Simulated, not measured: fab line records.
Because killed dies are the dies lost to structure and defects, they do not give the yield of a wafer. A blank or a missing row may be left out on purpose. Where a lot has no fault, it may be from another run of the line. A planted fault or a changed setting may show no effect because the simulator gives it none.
fab line records | flow n5-finfet
record lots=3 | wafers=9 | last-day=16
route steps=1938 shown HKMG_FIN@426 GATE_CUT@465 BEOL_M4@1111 PASSIVATION@1936
lots untouched by any fault: they come from a run of this same line in which no faults occurred
start-h: hours from the record's opening day to when the first of the lot's shown wafers began | wait-h: hours elapsed since this lot's preceding step | " repeats the value in the row above | L1.1+2: a row that stands for several wafers | - either no value or no given start | * or withheld: withheld | < > ~ a bound
route shown NAME@n: a module of which the file shows steps, and the number in the route of the first | usual: mean/standard deviation taken from wafers without a fault | same: alike in all rows | chamber/n: place in a boat | sites: per-site readings | _std_site: how widely they spread, as a standard deviation | _edge_site: outer sites' mean less inner sites' | radius-mm: how far each site lies from the wafer's centre | mask NAME#n: copy n | behind: the last tool/chamber to shape the wafer | hold: reason for holding the lot/hours on hold/outcome of the hold | device: names the non-switching transistor (n, p or np) | end of line: the tests these same wafers got at the end of their route | a step with no rows: only its recipe | killed: count of dies lost to structure and defects at first sort (not the wafer's yield) | map: dies across one wafer; x = killed, . = not, _ = none there
set.NAME: the setting as run; set.NAME@STEP: as run at that earlier step | model.NAME: the simulator's own value behind a step, which no gauge read
certain route steps with their lots: each step a table, each wafer a row
services: from which hour (start-h, from the record's first day; less than 0 if before it) a tool's chamber was out of use, for how many hours, and why
## steps
# step N5_HKMG_FIN_SOFTBAKE_07
# recipe temp-c=110 | time-s=60 | resist=CAR-ArF
# step N5_HKMG_FIN_EXPOSE_09
# recipe mask-id=NWFM | na=1.35 | source-shape=conventional | sigma-outer=0.8 | polarization=unpolarized | dose-mj=39.25
# step N5_HKMG_FIN_PEB_10
# recipe peb-temp-c=withheld | peb-time-s=60 | resist=CAR-ArF
# step N5_HKMG_FIN_DEVELOP_11
# recipe develop-time-s=30 | developer=TMAH | resist=CAR-ArF | dev-temp-c=23 | rinse-liquid=diw | dry=air-spin
# step N5_HKMG_FIN_DESCUM_17
# recipe chemistry=O2 | time-s=7.9 | source-power-w=50 | bias-power-w=20 | pressure-mtorr=20 | rf-frequency-hz=2.712e+07 | temp-c=40 | resist=CAR-ArF | o2-flow-sccm=225
# step N5_HKMG_FIN_ETCH_31
# recipe chemistry=CF4 | target=SiARC | target-depth-a=455 | mask-material=CAR-ArF | time-s=75.8 | ion-energy-ev=80 | pressure-mtorr=40 | source-w=545 | bias-w=36 | Ar_flow_sccm=100 | cf4-flow-sccm=100 | ends=cleared
# step N5_HKMG_FIN_ETCH_32
# recipe chemistry=N2/H2 | target=SOC | target-depth-a=2400 | temp-c=40 | time-s=300 | ion-energy-ev=200 | mask-material=SiARC | pressure-mtorr=30 | source-w=840 | bias-w=150 | n2-flow-sccm=200 | h2-flow-sccm=200
# step N5_HKMG_FIN_STRIP_33
# recipe chemistry=N2/H2 | temp-c=40 | n2-flow-sccm=200 | h2-flow-sccm=200 | rf-frequency-hz=6e+07
# step N5_HKMG_FIN_STRIP_34
# recipe chemistry=CF4 | resist=SiARC | power-w=300 | bias-power-w=75 | pressure-mtorr=50 | cf4-flow-sccm=150 | rf-frequency-hz=6e+07
# step N5_HKMG_FIN_ETCH_35
# recipe chemistry=N2/H2 | target=SOC | target-depth-a=2158 | ion-energy-ev=65 | bias-w=5 | source-w=3000 | time-s=243.4 | pressure-mtorr=30 | n2-flow-sccm=200 | h2-flow-sccm=200
# usual drypump-motor-current-A=5.8/0.47 | n2-flow-sccm=200.1/0.63 | oes-product-au=0.78/0.068 | rf-vpp-V=141.5/0.95 | showerhead-plenum-p-Torr=2.51/0.084 | throttle-valve-pct=17.93/0.23
lot.wafer | tool        | chamber | start-h | wait-h | drypump-motor-current-A | n2-flow-sccm | oes-product-au | rf-hours-counter-h | rf-vpp-V | showerhead-plenum-p-Torr | throttle-valve-pct | model.etch.depth-nm | model.HKMG_FIN.feature-depth-nm | model.SOC_of_HKMG_FIN_COAT_29.thk-nm
L798.1    | rie-diel-05 | 0       | 90.59   | 0.0    | 5.7                     | 199.9        | 0.75           | 148                | 140.9    | 2.55                     | 18.19              | 209.2               | 209.2                           | 91.4
L798.4    | "           | 1       | "       | "      | 6.1                     | 199.1        | 0.77           | 165                | 140.4    | 2.43                     | 18.03              | 226.7               | 226.6                           | 73.8
L798.6    | "           | 0       | "       | "      | 5.8                     | 199.7        | 0.75           | -                  | 142.5    | 2.55                     | 18.21              | 211.1               | 211                             | 89.6
L802.1    | rie-diel-05 | 0       | 115.85  | 0.0    | 5.7                     | 200.6        | 0.75           | 158                | 141.6    | 2.54                     | 18.25              | 211.1               | 211.2                           | 87.8
L802.2    | "           | 1       | "       | "      | 6.1                     | 200.7        | 0.77           | 174                | 141.3    | 2.42                     | 18.06              | 226.6               | 226.6                           | 72.6
L802.6    | "           | 2       | "       | "      | 6.5                     | 201.0        | 0.82           | -                  | 141.6    | 2.57                     | 17.74              | 219.6               | 219.6                           | 78.6
L810.1    | rie-diel-05 | 2       | 161.31  | 0.0    | 6.5                     | 199.6        | 0.81           | 122                | 142.5    | 2.56                     | 17.77              | 217.3               | 217.2                           | 82.2
L810.2    | "           | 0       | "       | "      | 5.7                     | 201.1        | 0.60           | 175                | 141.6    | 2.53                     | 18.23              | 143.9               | 144                             | 154.8
L810.4    | "           | 3       | "       | "      | 5.4                     | 199.1        | 0.78           | 161                | 143.0    | 2.52                     | 17.67              | 226.2               | 226.2                           | 72.2
# step N5_HKMG_FIN_STRIP_92
# recipe chemistry=N2/H2 | material=SOC | time-s=20 | power-w=500 | temp-c=40 | pressure-mtorr=50 | rf-frequency-hz=6e+07 | bias-power-w=8 | h2-frac=0.5 | n2-flow-sccm=300 | h2-flow-sccm=300
# usual bias-power-w=8.001/0.023 | drypump-motor-current-A=5.8/0.47 | n2-flow-sccm=300.0/0.84 | oes-product-au=0.78/0.068 | rf-vpp-V=54.3/0.88 | showerhead-plenum-p-Torr=3.32/0.11 | throttle-valve-pct=19.0/0.41
lot.wafer | tool        | chamber | start-h | wait-h | bias-power-w | drypump-motor-current-A | n2-flow-sccm | oes-product-au | rf-hours-counter-h | rf-vpp-V | showerhead-plenum-p-Torr | throttle-valve-pct | model.SOC_of_HKMG_FIN_COAT_29.thk-nm
L798.1    | rie-diel-05 | 0       | 90.74   | 0.1    | 8.061        | 5.8                     | 300.3        | 0.76           | 148                | 54.4     | 3.36                     | 19.6               | 81.4
L798.4    | "           | 1       | "       | "      | 8.020        | 6.2                     | 298.3        | 0.79           | 165                | 54.7     | 3.21                     | 19.0               | 62.8
L798.6    | "           | 0       | "       | "      | 8.011        | 5.8                     | 298.8        | 0.76           | -                  | 54.6     | 3.36                     | 19.6               | 79.6
L802.1    | rie-diel-05 | 0       | 116.00  | 0.1    | 7.989        | 5.7                     | 300.0        | 0.75           | 158                | 53.4     | 3.36                     | 19.6               | 77.8
L802.2    | "           | 1       | "       | "      | 7.999        | 6.2                     | 297.8        | 0.77           | 174                | 54.4     | 3.21                     | 19.0               | 61.8
L802.6    | "           | 2       | "       | "      | 7.987        | 6.5                     | 299.3        | 0.82           | -                  | 56.0     | 3.39                     | 18.9               | 68.4
L810.1    | rie-diel-05 | 2       | 161.46  | 0.1    | 7.985        | 6.5                     | 300.4        | 0.80           | 122                | 54.5     | 3.38                     | 18.9               | 72
L810.2    | "           | 0       | "       | "      | 7.980        | 5.8                     | 300.9        | 0.74           | 175                | 54.2     | 3.35                     | 19.6               | 144.8
L810.4    | "           | 3       | "       | "      | 7.976        | 5.4                     | 300.9        | 0.77           | 161                | 54.3     | 3.32                     | 18.5               | 61.6
# step N5_HKMG_FIN_WET_ETCH_18
# recipe chemistry=SC1 | target=TiN | mix=1:1:5 | temp-c=* | time-s=55 | target-depth-nm=5.2 | dry=ipa-marangoni | rinse-time-s=30 | rinse-temp-c=23
# step N5_HKMG_FIN_STRIP_19
# recipe chemistry=N2/H2 | power-w=2500 | temp-c=300 | h2-frac=0.65 | time-s=360 | pressure-mtorr=withheld | n2-flow-sccm=1750 | h2-flow-sccm=3250
# step N5_HKMG_FIN_ALD_91
# recipe material=TiN | target-thk-a=10 | temp-c=400 | ald-precursor-family=TiCl4 | ald-co-reactant=NH3 | pulse-time-s=1 | purge-time-s=3 | co-reactant-purge-time-s=2 | co-reactant-pulse-time-s=2 | ald-cycles=47 | pressure-torr=3
# step N5_HKMG_FIN_COAT_85
# recipe resist=SOC | temp-c=250 | time-s=60 | spin-rpm=1500 | resist-thk-nm=300
# step N5_HKMG_FIN_ETCH_86
# recipe chemistry=N2/H2 | target=SOC | target-depth-a=3932 | stop-on=TiN | ion-energy-ev=100 | bias-w=61 | pressure-mtorr=30 | source-w=850 | n2-flow-sccm=200 | h2-flow-sccm=200
# step N5_HKMG_FIN_STRIP_89
# recipe chemistry=N2/H2 | material=SOC | time-s=20 | power-w=500 | temp-c=40 | pressure-mtorr=50 | rf-frequency-hz=6e+07 | bias-power-w=8 | h2-frac=0.5 | n2-flow-sccm=300 | h2-flow-sccm=300
# step N5_HKMG_FIN_WET_ETCH_87
# recipe chemistry=SC1 | target=TiN | mix=1:2:40 | temp-c=50 | time-s=154.2 | target-depth-nm=4.7 | dry=ipa-marangoni | rinse-time-s=30 | rinse-temp-c=23
# step N5_HKMG_FIN_STRIP_88
# recipe chemistry=N2/H2 | power-w=2500 | temp-c=300 | h2-frac=0.65 | time-s=360 | pressure-mtorr=withheld | n2-flow-sccm=1750 | h2-flow-sccm=3250
# step N5_HKMG_FIN_NWFM_ALD_20
# recipe material=TiAlC | target-thk-a=20 | temp-c=300 | ald-precursor-family=TiCl4 | ald-co-reactant=TEA | pulse-time-s=3 | purge-time-s=2 | co-reactant-purge-time-s=2 | co-reactant-pulse-time-s=10 | ald-cycles=7 | pressure-torr=3
# step N5_HKMG_FIN_ALD_71
# recipe material=TiN | target-thk-a=10 | temp-c=400 | ald-precursor-family=TiCl4 | ald-co-reactant=NH3 | pulse-time-s=1 | purge-time-s=3 | co-reactant-purge-time-s=2 | co-reactant-pulse-time-s=2 | ald-cycles=47 | pressure-torr=3
# step N5_HKMG_FIN_COAT_66
# recipe resist=SOC | temp-c=250 | time-s=60 | spin-rpm=1500 | resist-thk-nm=300
# step N5_HKMG_FIN_ETCH_67
# recipe chemistry=N2/H2 | target=SOC | target-depth-a=3889 | stop-on=TiN | ion-energy-ev=100 | bias-w=61 | pressure-mtorr=30 | source-w=850 | n2-flow-sccm=200 | h2-flow-sccm=200
# step N5_HKMG_FIN_STRIP_90
# recipe chemistry=N2/H2 | material=SOC | time-s=20 | power-w=500 | temp-c=40 | pressure-mtorr=50 | rf-frequency-hz=6e+07 | bias-power-w=8 | h2-frac=0.5 | n2-flow-sccm=300 | h2-flow-sccm=300
# step N5_HKMG_FIN_WET_ETCH_73
# recipe chemistry=SC1 | mix=1:2:40 | temp-c=50 | time-s=42.3 | target-depth-nm=1.3 | dry=ipa-marangoni | rinse-time-s=30 | rinse-temp-c=23
# step N5_HKMG_FIN_ETCHBACK_68
# recipe chemistry=Cl2/Ar | stop-on=HfO2 | target-depth-a=5 | pressure-mtorr=10 | icp-w=600 | bias-w=60 | Cl2_flow_sccm=40 | Ar_flow_sccm=60
# step N5_HKMG_FIN_STRIP_69
# recipe chemistry=N2/H2 | power-w=2500 | temp-c=300 | h2-frac=0.65 | time-s=360 | pressure-mtorr=withheld | n2-flow-sccm=1750 | h2-flow-sccm=3250
# step N5_HKMG_FIN_ALD_21
# recipe material=TiN | target-thk-a=15 | temp-c=400 | ald-precursor-family=TiCl4 | ald-co-reactant=NH3 | pulse-time-s=1 | purge-time-s=3 | co-reactant-purge-time-s=2 | co-reactant-pulse-time-s=2 | ald-cycles=68 | pressure-torr=3
# step N5_HKMG_FIN_ALD_72
# recipe material=W | target-thk-a=20 | temp-c=300 | pressure-torr=7.5 | ald-precursor-family=WF6 | ald-co-reactant=B2H6 | pulse-time-s=1 | purge-time-s=2 | co-reactant-purge-time-s=2 | co-reactant-pulse-time-s=3 | ald-cycles=7
# step N5_HKMG_FIN_W_FILL_22
# recipe material=W | target-thk-a=600 | temp-c=400 | pressure-torr=39.4 | time-s=18.2
# step N5_HKMG_FIN_PRECLEAN_83
# recipe chemistry=DIW | time-s=57.5 | temp-c=23
# step N5_HKMG_FIN_SRD_84
# recipe dry-time-s=32 | dry=n2-spin | spin-rpm=1500
# step N5_HKMG_FIN_CMP_23
# recipe stop-on=SiNx | t-overpolish-s=10 | post-cmp-clean=rinse-only | down-force-psi=4 | platen-rpm=50.289 | pad-velocity-m-s=1.0006 | target-thk-nm=46.326
# step N5_HKMG_FIN_CMP_94
# recipe stop-on=SiNx | post-cmp-clean=w-dilute-nh4oh | t-overpolish-s=4.7 | down-force-psi=4 | platen-rpm=50.289 | pad-velocity-m-s=1.0006 | target-thk-nm=43.299
# step N5_GATE_CUT_ETCHBACK_00
# recipe chemistry=SF6/Cl2 | target=W | pressure-mtorr=8 | icp-w=900 | bias-w=80 | SF6_flow_sccm=40 | Cl2_flow_sccm=60
# step N5_GATE_CUT_ETCH_56
# recipe chemistry=Cl2/Ar | target=TiN | target-depth-a=216 | pressure-mtorr=10 | icp-w=600 | bias-w=60 | Cl2_flow_sccm=40 | Ar_flow_sccm=60
# step N5_GATE_CUT_ETCHBACK_30
# recipe chemistry=Cl2/Ar | target=TiN | target-depth-a=30 | mode=isotropic | pressure-mtorr=10 | icp-w=600 | bias-w=60 | Cl2_flow_sccm=40 | Ar_flow_sccm=60
# step N5_BEOL_M4_RC_MEAS_101
# usual DIBL_N=35.9/1.9 | DIBL_P=35.8/2.4 | IOFF_N=0.15/0.031 | IOFF_N_LIN=0.071/0.012 | IOFF_N_LONG=5.57e-05/2.7e-06 | IOFF_P=0.21/0.037 | ION_N=672/13 | ION_P=462/8.3 | SS_N=71.5/0.72 | SS_P=73.2/0.67 | VT_N=250/3.4 | VT_N_LONG=274.8/1.9 | VT_N_LVT=99/3.3 | VT_P=-250/3.4
lot.wafer | tool      | chamber | start-h | wait-h | DIBL_N[mV/V] | DIBL_P[mV/V] | IOFF_N[nA/um] | IOFF_N_LIN[nA/um] | IOFF_N_LONG[nA/um] | IOFF_P[nA/um] | ION_N[uA/um] | ION_P[uA/um] | SS_N[mV/dec] | SS_P[mV/dec] | VT_N[mV] | VT_N_LONG[mV] | VT_N_LVT[mV] | VT_P[mV]
L798.1    | prober-02 | 0       | 184.82  | 0.0    | 33.5         | 34.2         | 0.13          | 0.061             | 4.88e-05           | 0.15          | 664          | 452          | 71.4         | 72.9         | 253      | 277.9         | 99           | -256
L798.4    | "         | 0       | "       | "      | 35.1         | 36.1         | 0.14          | 0.069             | 4.91e-05           | 0.17          | 671          | 453          | 71.6         | 73.5         | 252      | 276.4         | 99           | -257
L798.6    | "         | 0       | "       | "      | 33.6         | 33.3         | 0.11          | 0.053             | 4.89e-05           | 0.13          | 644          | 437          | 71.1         | 72.4         | 257      | 278.3         | 103          | -261
L802.1    | prober-02 | 0       | 203.94  | 0.3    | 35.8         | 34.7         | 0.15          | 0.063             | 5.71e-05           | 0.19          | 658          | 453          | 72.4         | 72.5         | 252      | 275.6         | 103          | -252
L802.2    | "         | 0       | "       | "      | 35.3         | 34.8         | 0.13          | 0.063             | 5.54e-05           | 0.18          | 662          | 454          | 70.6         | 72.5         | 255      | 279.0         | 103          | -250
L802.6    | "         | 0       | "       | "      | 37.9         | 37.9         | 0.19          | 0.086             | 5.71e-05           | 0.24          | 685          | 474          | 71.7         | 73.3         | 247      | 275.7         | 95           | -248
L810.1    | prober-01 | 0       | 261.27  | 0.0    | 34.7         | 34.6         | 0.13          | 0.064             | 5.42e-05           | 0.17          | 683          | 461          | 71.6         | 72.8         | 251      | 273.6         | 101          | -254
L810.2    | "         | 0       | "       | "      | 35.5         | 34.5         | 0.07          | 0.031             | 3.61e-05           | 0.17          | 460          | 453          | 71.2         | 72.5         | 273      | 297.1         | 122          | -254
L810.4    | "         | 0       | "       | "      | 35.3         | 35.2         | 0.12          | 0.060             | 5.35e-05           | 0.18          | 668          | 458          | 71.0         | 73.2         | 254      | 280.1         | 103          | -255
# step N5_PASSIVATION_PROBE_49
# usual defect-limited-yield=91.6/1.2 | killed_at_M0_to_M3=33/9.4 | killed_at_M4_up=13/5.2 | killed-at-contacts=13/5.6 | killed-at-front-end=37/9.5 | killed-at-other=4/3.1 | killed-dies=99/15 | killed-open=65/11 | killed-short=32/7.5 | sort_bin_5_function=4.9/0.77 | sort_bin_6_memory=3.1/0.65 | sort_bin_8_speed=0.01/0.056 | sort-n-pass=1081/15 | sort-yield-pct=91.6/1.2
# same gross-dies=1180 | killed-at-back-side=0 | sort_bin_4_leakage[%]=0
lot.wafer | tool      | chamber | start-h | wait-h | defect-limited-yield[%] | killed_at_M0_to_M3 | killed_at_M4_up | killed-at-contacts | killed-at-front-end | killed-at-other | killed-dies | killed-open | killed-short | sort_bin_5_function[%] | sort_bin_6_memory[%] | sort_bin_8_speed[%] | sort-n-pass | sort-yield-pct[%]
L810.2    | prober-02 | -       | 374.41  | 0.1    | 91.5                    | 29                 | 15              | 16                 | 39                  | 1               | 100         | 69          | 30           | 4.7                    | 3.4                  | 91.53               | 0           | 0
# killed by level:class
L810.2 MOL_CONTACT_COAG:geometric-particle:open=12 STI_FIN_REVEAL:geometric-particle:open=11 BEOL_M4:geometric-particle:open=10 BEOL_M3:geometric-particle:open=9 GATE_CUT:geometric-particle:short=6 BEOL_M0_SAQP:geometric-particle:open=6 FIN_SAQP:geometric-particle:open=4 MOL_CONTACT_COAG:geometric-particle:short=4
# map L810.1 (x killed, . not)
_________________............________________
______________.................._____________
___________x.x.............x.....x.__________
__________........x....x......x...x._________
________..............x..............._______
_______...............x..............x.______
______..........x..x....x.....x........._____
_____...xx.................x.....x....x..____
____..x...............x...........x.......___
___.................x.................x.x..__
___..........x..xx..............x..........__
__......xx..............x..................x_
__........x................x................_
_.......x..........x..x.x.x..................
_........xx.................x....x...........
_.........x.x.......x..x.x......x....x.......
_...x.......x.......x......x.........x.......
_.x....x.....x.............x.................
_.........................x...x......x......x
_..x.......xx................................
_.x..x.....................x........x........
__.x...x.xx..............x.x....x..x........_
__...x....x..............x..x.....x........._
___............x.........................x.__
___x..........................xxx..x....x..__
____x....x............x....x......x.......___
_____....................................____
______x..x.........xx.x.............x..._____
_______.......x.....x..................______
________............................x._______
__________.......xx...............x._________
___________.x...............x......__________
______________.....x.....x......_____________
_________________............________________
# map L802.1 (x killed, . not)
_________________............________________
______________...x....x........._____________
___________..........x.............__________
__________........x...............xx_________
________......................x......._______
_______.......x...x....................______
______.....x............x........x.x...x_____
_____.x......x.xx...x...........x........____
____........................x.........x...___
___...x.xx...x.........x................xx.__
___....x.....x.xxx...........x.x...........__
__.........................x...............x_
__.........................................._
_..x............x......x..x..................
_.x.x..........x..........................x..
_.................................x........x.
_x.x............................x.x.x........
_........................................x...
_..........x..x....x........x......x.........
_..............................x.............
_...................x..xx.......x............
__......x.......x.............x....x........_
__...................x......................_
___x.........x....x...........xx........x..__
___........x...x....x.........x.....x......__
____.........x.......................xx...___
_____......x........................x....____
______..................x......x........_____
_______......x...................x.....______
________..x...................x......._______
__________....................x....._________
___________....x.x....x............__________
______________............x....._____________
_________________............________________
## services
tool        | chamber | start-h | hours | kind
rie-diel-05 | 3       | 71.28   | 7.9   | repair
rie-diel-05 | 1       | 93.73   | 1.5   | repair
rie-diel-05 | -       | 130.49  | 0.3   | repair
## key
first-sign step=N5_BEOL_M4_RC_MEAS_101 | reading=ION_N | direction=down | sigmas=17 | usual=672 | struck=460
effect step=N5_BEOL_M4_RC_MEAS_101 | reading=VT_N_LONG | direction=up | sigmas=12 | usual=274.8 | struck=297.1
effect step=N5_BEOL_M4_RC_MEAS_101 | reading=IOFF_N_LONG | direction=down | sigmas=7.1 | usual=5.57e-05 | struck=3.61e-05
effect step=N5_BEOL_M4_RC_MEAS_101 | reading=VT_N_LVT | direction=up | sigmas=6.8 | usual=99 | struck=122
effect step=N5_BEOL_M4_RC_MEAS_101 | reading=VT_N | direction=up | sigmas=6.5 | usual=250 | struck=273
effect step=N5_BEOL_M4_RC_MEAS_101 | reading=IOFF_N_LIN | direction=down | sigmas=3.3 | usual=0.071 | struck=0.031
effect step=N5_PASSIVATION_PROBE_49 | reading=sort_bin_8_speed | direction=up | sigmas=99+ | usual=0.01 | struck=91.53
model-effect step=N5_HKMG_FIN_ETCH_35 | value=etch.depth-nm | without=210.8 | struck=143.9
model-effect step=N5_HKMG_FIN_STRIP_92 | value=SOC_of_HKMG_FIN_COAT_29.thk-nm | without=78 | struck=144.8
met-at N5_HKMG_FIN_ETCH_35
struck-wafers L810.2
onset-between 115.85 161.31
fault kind=process-parameter-drift | tool=rie-diel-05 | chamber=0 | onset-h=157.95 | steps=N5_HKMG_FIN_ETCH_35 | channel=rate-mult | offset=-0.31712 | shape=step | end-h=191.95
